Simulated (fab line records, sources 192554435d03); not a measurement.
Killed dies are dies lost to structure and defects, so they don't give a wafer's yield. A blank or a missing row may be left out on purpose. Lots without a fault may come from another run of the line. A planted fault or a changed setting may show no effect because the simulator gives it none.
Split-lot experiment | flow n5_finfet | 7 lots, 21 wafers read, on a route of 1938 steps

THE SPLIT
At N5_BEOL_M0_SAQP_ETCH_107 (etches SiNx in CH3F/O2, target depth 30 nm), the setting source_w was moved away from the recipe's 395 W on 7 of the 21 wafers read, by -17.5% to +9.3%. The other wafers ran this setting at the recipe's value.

The reading is taken at the split's own step.

THE READING
rf_vpp_V, in V, at N5_BEOL_M0_SAQP_ETCH_107 (etches SiNx in CH3F/O2, target depth 30 nm). Fault-free wafers of this fab line usually give 299 V, standard deviation 3.6 V.

wafer  | tool, chamber at the split | source_w as run, W | against the recipe | rf_vpp_V, V | against lot-mates on the recipe
L074.1 | rie_diel-06, 3             | 395                | recipe             | 302         | -
L074.3 | rie_diel-06, 0             | 395                | recipe             | 303         | -
L074.4 | rie_diel-06, 2             | 395                | recipe             | 303         | -
L076.1 | rie_diel-04, 1             | 395                | recipe             | 303         | -
L076.3 | rie_diel-04, 2             | 395                | recipe             | 296         | -
L076.6 | rie_diel-04, 2             | 358.7              | -9.2%              | 309         | +10
L077.1 | rie_diel-06, 2             | 395                | recipe             | 303         | -
L077.4 | rie_diel-06, 1             | 325.7              | -17.5%             | 323         | +24
L077.5 | rie_diel-06, 1             | 395                | recipe             | 294         | -
L086.1 | rie_diel-06, 0             | 327.8              | -17.0%             | 330         | +27
L086.5 | rie_diel-06, 2             | 327.8              | -17.0%             | 330         | +27
L086.6 | rie_diel-06, 3             | 395                | recipe             | 303         | -
L088.1 | rie_diel-05, 3             | 395                | recipe             | 294         | -
L088.3 | rie_diel-05, 2             | 345.6              | -12.5%             | 314         | +17
L088.6 | rie_diel-05, 1             | 395                | recipe             | 300         | -
L094.1 | rie_diel-04, 2             | 395                | recipe             | 293         | -
L094.4 | rie_diel-04, 0             | 395                | recipe             | 300         | -
L094.5 | rie_diel-04, 3             | 395                | recipe             | 292         | -
L096.1 | rie_diel-06, 1             | 431.8              | +9.3%              | 282         | -20
L096.3 | rie_diel-06, 3             | 395                | recipe             | 302         | -
L096.6 | rie_diel-06, 1             | 431.8              | +9.3%              | 282         | -20

THE FIT
A straight line over all 21 wafers: rf_vpp_V changes by -1.61 V for each +1% of source_w; r = -0.95; the points scatter about the line by 4.2 V.
The same after taking each lot's own level away (the mean of its wafers on the recipe; 21 wafers): -1.6 V for each +1%; r = -0.97; scatter 3.2 V.
On that fit, the largest move of source_w shifts the reading by 28 V.
The lots' own levels span 295.0 to 303.0 V, that is 2.2 times the standard deviation above.
So the lot-to-lot level changes the slope little: the two slopes agree.
Check: with one of the wafers moved furthest among these (-17.5%) left out of the fit, the line predicts +27.8 V for it against its lot-mates. It came out at +24.5 V against them.
Tool readings at the split's step, against how far the setting was moved: rf_vpp_V r = -0.95.

OTHER SPLITS ON THESE WAFERS
These wafers also went through other splits before the reading. Each is held against what the fit with the lots' levels taken away leaves over:
other split on the same wafers            | wafers away from the commonest value | r with rf_vpp_V (lot level and that fit taken away)
N5_BEOL_M0_SAQP_SPACER1_ALD_98 ald_cycles | 7                                    | -0.24

THE WHOLE CHAIN: every reading that the file lists as answering this split, in the file's order
step                     | what it does                               | reading                                                                        | change (the file's fit)               | r (the file's)
N5_BEOL_M0_SAQP_ETCH_107 | etches SiNx in CH3F/O2, target depth 30 nm | rf_vpp_V                                                                       | -1.49 V for each +1% of the setting   | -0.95
N5_BEOL_M0_SAQP_ETCH_107 | etches SiNx in CH3F/O2, target depth 30 nm | BEOL_M0_SAQP.feature_depth_nm (the simulator's own value, which no gauge read) | +0.114 nm for each +1% of the setting | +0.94

THE FILE'S OWN FIT
rf_vpp_V changes by -1.49 V for each +1% of source_w, r = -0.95.
